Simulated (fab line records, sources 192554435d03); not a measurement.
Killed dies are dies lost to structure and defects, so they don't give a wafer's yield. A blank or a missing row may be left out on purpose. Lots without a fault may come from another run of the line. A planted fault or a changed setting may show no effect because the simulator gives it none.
A struck lot beside a sound one | flow n5_finfet | 39 steps out of a route of 1938
Sound: wafers L901.1, L901.3, L901.4. Struck: wafers L909.2, L909.3, L909.4. The cause comes at the end.
At each step with rows: each side's tool, then ch and its chambers, then its first start. Under that, the readings that differ: sound wafers | struck wafers | difference of the means | sigmas: that difference in standard deviations of wafers without a fault.
alike: readings whose means differ by less than 2 such deviations, and words and numbers that are the same on both sides. not compared: withheld readings, readings that some wafer has no value for, bounds like >300 that may hide the same value, and numbers for which the record gives no deviation and whose values overlap.
The two part at a step that has a row with sigmas, a row that says differs or no value, or rows on one side only. Numbers that don't overlap but have no deviation are shown without sigmas and don't part them. A reading that every wafer of one side lacks parts them only if that side has two wafers or more.

first, 9 steps without rows for these wafers: N5_BEOL_M4_ANNEAL_95 (time 240 s); N5_BEOL_M4_SPUTTER_96 (material Cu, target thk 4.5 nm, time 8.29 s); N5_BEOL_M4_ECD_50 (material Cu, target thk 300 nm); N5_BEOL_M4_ANNEAL_51 (time 90 s); N5_BEOL_M4_CMP_52 (polishes, stops on SiOC, t overpolish 6.8 s, target thk 40 nm); N5_BEOL_M4_PRE_CLEAN_60 (time 15 s); N5_BEOL_M4_CO_CAP_55 (material Co, precursor CCTBA/H2, target thk 2 nm, time 102.1 s); N5_BEOL_M4_PRE_CLEAN_56 (time 15 s); N5_BEOL_M4_DEP_57 (deposits SiCN from 3MS/NH3, target thk 8 nm, time 14 s).
N5_BEOL_M4_RC_MEAS_101:
  sound on prober-02 ch 0, day 9 13:16; struck on prober-01 ch 0, day 11 17:29
  alike: DIBL_N, DIBL_P, IOFF_N, IOFF_P, ION_N, ION_P, SS_N, SS_P, VT_N, VT_P
then, 24 steps without rows for these wafers: N5_BEOL_M5_ILD_DEP_00 (deposits SiCOH lowk from DEMS/porogen, target thk 140.64 nm, time 25.9 s); N5_BEOL_M5_CURE_79 (cures SiCOH lowk, time 240 s); N5_BEOL_M5_PECVD_70 (deposits SiO2 from TEOS/O2, target thk 16 nm, time 18 s); N5_BEOL_M5_HM_DEP_02 (deposits TiN, target thk 20 nm); N5_BEOL_M5_COAT_59 (time 60 s, resist thk 60 nm); N5_BEOL_M5_COAT_60 (time 60 s, resist thk 12 nm); N5_BEOL_M5_COAT_71 (time 60 s, resist thk 5 nm); N5_BEOL_M5_COAT_05 (resist thk 30 nm); N5_BEOL_M5_EBR_07; N5_BEOL_M5_SOFTBAKE_06 (time 60 s); N5_BEOL_M5_EXPOSE_08 (exposes mask M5, target cd 28 nm); N5_BEOL_M5_PEB_09 (peb time 60 s); N5_BEOL_M5_DEVELOP_10 (develop time 30 s); N5_BEOL_M5_DESCUM_16 (chemistry O2, time 7 s); N5_BEOL_M5_ETCH_72 (etches underlayer in N2/H2, target depth 6.5 nm, time 5.2 s); N5_BEOL_M5_ETCH_61 (etches SiARC in CF4, target depth 15.6 nm, time 26 s); N5_BEOL_M5_ETCH_62 (etches SOC in N2/H2, target depth 75 nm, overetch 15 nm, time 112.5 s); N5_BEOL_M5_STRIP_63 (strips in N2/H2); N5_BEOL_M5_STRIP_73 (strips in N2/H2); N5_BEOL_M5_STRIP_64 (strips in CF4); N5_BEOL_M5_HM_OPEN_17 (chemistry Cl2/BCl3, target TiN, target depth 20 nm, overetch 6 nm); N5_BEOL_M5_STRIP_19 (strips in O2); N5_BEOL_M5_COAT_65 (time 60 s, resist thk 60 nm); N5_BEOL_M5_COAT_66 (time 60 s, resist thk 12 nm).
-- the record jumps here: 3 days lie between the struck wafers' starts before and after (it left off in module BEOL_M5 and takes up again in module BEOL_M14, whose first step shown is number 1767 of the route) --
N5_BEOL_M14_CMP_49: polishes, stops on SiO2, t overpolish 5.2 s, target thk 560 nm.
  sound on cmp-03 ch 0,1,2, day 12 22:20; struck on cmp-04 ch 0,2,3, day 15 00:12
  no value came back on the struck wafers for any of 5 readings (barrier_field_endpoint_s (s), clearing_platen_down_force_psi (psi) and others); on the sound wafers barrier_field_endpoint_s (s) reads 11.13 11.02 11.28
  reading                                 | sound           | struck         | difference | sigmas
  model.Cu_of_BEOL_M14_ECD_47.thk_nm (nm) | 546 560.8 573.8 | 1244 1247 1243 | +684       |
N5_BEOL_M14_THK_MEAS_50: measures by xrf.
  sound on film_metro-02, day 12 22:37; struck on film_metro-02, day 15 00:28
  reading      | sound       | struck         | difference | sigmas
  M14_THK (nm) | 522 537 542 | 1182 1185 1173 | +646       | +68
N5_BEOL_M14_RS_MEAS_54: measures by four-point-probe.
  sound on film_metro-02, day 12 22:45; struck on film_metro-02, day 15 00:35
  reading         | sound                | struck               | difference | sigmas
  M14_RS (ohm/sq) | 0.0340 0.0331 0.0324 | 0.0136 0.0136 0.0137 | -0.0195    | -32
N5_BEOL_M14_INSPECT_55: inspects for defects (darkfield).
  sound on defect_inspect-01, day 12 22:47; struck on defect_inspect-01, day 15 00:37
  reading          | sound       | struck         | difference | sigmas
  raw_defect_count | 131 130 114 | 6606 6372 6443 | +6349      | +99 or more
N5_PASSIVATION_PROBE_49:
  the record has rows for the struck wafers here (prober-02, day 15 20:02) and none for the sound ones

WHERE THEY PART
First at N5_BEOL_M14_CMP_49; last, within this record, at N5_PASSIVATION_PROBE_49.

WHY: what the simulator had put in
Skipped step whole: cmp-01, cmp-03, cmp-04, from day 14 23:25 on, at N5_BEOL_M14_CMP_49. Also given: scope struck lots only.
